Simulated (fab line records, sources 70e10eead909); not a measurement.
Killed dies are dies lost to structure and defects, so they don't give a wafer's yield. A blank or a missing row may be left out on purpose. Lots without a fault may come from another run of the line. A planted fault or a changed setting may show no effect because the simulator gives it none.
Chamber matching | flow nand_harc | NHARC_P_BONDPAD_CMP_32 on cmp-02: 4 sister chambers
The step polishes SiCN, target thk 200 nm. 8 wafers are shown with their chamber, then 7 later ones without.

WAFERS WITH THEIR CHAMBER
wafer  | chamber | motor_current_A (A)
L279.2 | 2       | 11.2
L284.2 | 1       | 12.6
L284.3 | 2       | 10.4
L285.2 | 1       | 12.0
L285.3 | 3       | 12.8
L285.4 | 0       | 11.7
L286.3 | 0       | 11.9
L286.4 | 3       | 12.4

WAFERS WITHOUT THEIR CHAMBER
wafer  | motor_current_A (A)
L286.5 | 11.7
L287.2 | 11.1
L287.5 | 12.9
L287.6 | 12.0
L288.1 | 12.7
L288.4 | 11.3
L288.5 | 12.6

WHICH CHAMBER EACH WENT THROUGH
wafer  | from the rows above          | in truth
L286.5 | can't be placed: 0 or 1      | 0
L287.2 | can't be placed: 2 or 0      | 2
L287.5 | can't be placed: 3 or 1      | 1
L287.6 | can't be placed: 0 or 1 or 3 | 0
L288.1 | can't be placed: 3 or 1      | 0
L288.4 | can't be placed: 0 or 2 or 1 | 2
L288.5 | can't be placed: 3 or 1      | 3
Placed correctly: 0 of 7. Can't be placed from these rows: 7 (the true chamber is among the candidates in 6). Placed wrongly: 0.
How it was worked out, from the rows above alone: a wafer's distance from a chamber is the root of the sum, over the readings, of the square of ((its reading less the chamber's mean) divided by the reading's scatter). The wafer belongs to the nearest chamber; if the next one is less than 2 further off, it can't be placed. A chamber's mean is the mean of its shown wafers. The scatter: the root of (the sum of the squares of (reading less its chamber's mean) over the shown wafers, divided by (wafers less chambers)).
